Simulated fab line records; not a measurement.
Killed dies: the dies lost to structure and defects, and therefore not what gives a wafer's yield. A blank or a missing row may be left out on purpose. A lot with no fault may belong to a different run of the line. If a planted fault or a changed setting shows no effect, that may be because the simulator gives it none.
Lot-split experiment ; flow n5 finfet ; 7 lots, 21 wafers read, on a route of 1938 steps

## THE SPLIT
At N5_BEOL_M1_TRENCH_ETCH_37 (etches SiOC in C4F6/O2, target depth 55.207 nm, time 29 s), the setting time s was moved away from the recipe's 29 s on 8 of the 21 wafers read, by -16.8% to +8.0%. This setting was run at the recipe's value on the other wafers.

## FROM THE SPLIT TO THE READING: what the file shows between them, 2 steps
- N5_BEOL_M1_ETCH_41: etches SiCN in CH3F/O2, target depth 31.9 nm, time 57.8 s
- N5_BEOL_M1_STRIP_97: strips in N2/H2, time 10 s

## THE READING
trench depth nm, in nm, at N5_BEOL_M1_OCD_MEAS_38. Typical for fault-free wafers on this fab line: 55.2 nm, with standard deviation 0.69 nm.

wafer;tool, chamber at the split;time s as run, s;against the recipe;trench depth nm, nm;against lot-mates on the recipe
L078.3;rie diel-06, 0;29;recipe;54.9;-
L078.5;rie diel-06, 1;29;recipe;54.4;-
L078.6;rie diel-06, 2;29;recipe;55.5;-
L079.1;rie diel-06, 2;29;recipe;55.7;-
L079.2;rie diel-06, 3;29;recipe;55.8;-
L079.3;rie diel-06, 1;29;recipe;54.6;-
L084.2;rie diel-04, 3;25.83;-10.9%;49.6;-5.9
L084.3;rie diel-04, 2;25.83;-10.9%;49.6;-5.9
L084.4;rie diel-04, 3;29;recipe;55.5;-
L086.1;rie diel-04, 0;29;recipe;56.0;-
L086.5;rie diel-04, 3;29;recipe;55.8;-
L086.6;rie diel-04, 0;29;recipe;56.4;-
L089.2;rie diel-03, 2;25.87;-10.8%;49.1;-6.4
L089.5;rie diel-03, 3;25.87;-10.8%;48.6;-6.9
L089.6;rie diel-03, 2;29;recipe;55.5;-
L092.2;rie diel-03, 0;29;recipe;55.4;-
L092.3;rie diel-03, 2;31.33;+8.0%;59.8;+4.4
L092.6;rie diel-03, 1;31.33;+8.0%;58.3;+2.9
L094.2;rie diel-06, 0;29;recipe;54.0;-
L094.5;rie diel-06, 0;24.14;-16.8%;44.6;-9.4
L094.6;rie diel-06, 1;24.14;-16.8%;44.8;-9.2

THE FIT
A straight line over all 21 wafers: trench depth nm changes by +0.579 nm for each +1% of time s; r = +0.98; the points scatter about the line by 0.75 nm.
The same after taking each lot's own level away (the mean of its wafers on the recipe; 21 wafers): +0.545 nm for each +1%; r = +0.99; scatter 0.5 nm.
Per that fit: largest time s move, reading shift of 9.1 nm.
From 54.00 to 56.07 nm: that is the span of the lots' own levels, equal to 3.0 times the standard deviation above.
The two slopes agree, so the slope changes little with the lot-to-lot level.
Check: for one of the wafers moved furthest among these (-16.8%), held out of the fit, the line's prediction against its lot-mates is -9.25 nm. Against them it came out at -9.4 nm.

## OTHER SPLITS ON THESE WAFERS
Other splits were also applied to these wafers ahead of the reading. Each is held against what the fit with the lots' levels taken away leaves over:
other split on the same wafers;wafers away from the commonest value;r with trench depth nm (lot level and that fit taken away)
N5_MOL_CONTACT_COAG_ETCH_124 bias w;7;-0.03
N5_BEOL_M0_SAQP_ETCH_84 time s;8;-0.22
N5_BEOL_M1_ETCH_77 source w;7;-0.08

## THE WHOLE CHAIN: every reading that the file lists as answering this split, in the file's order
step;what it does;reading;change (the file's fit);r (the file's)
N5_BEOL_M1_TRENCH_ETCH_37;etches SiOC in C4F6/O2, target depth 55.207 nm, time 29 s;etch.depth nm (the simulator's own value, which no gauge read);+0.551 nm for each +1% of the setting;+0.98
N5_BEOL_M1_TRENCH_ETCH_37;etches SiOC in C4F6/O2, target depth 55.207 nm, time 29 s;BEOL_M1.feature depth nm (the simulator's own value, which no gauge read);+0.55 nm for each +1% of the setting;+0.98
N5_BEOL_M1_OCD_MEAS_38;;trench depth nm;+0.553 nm for each +1% of the setting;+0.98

## FILE'S OWN FIT
trench depth nm changes by +0.553 nm for each +1% of time s, r = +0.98.
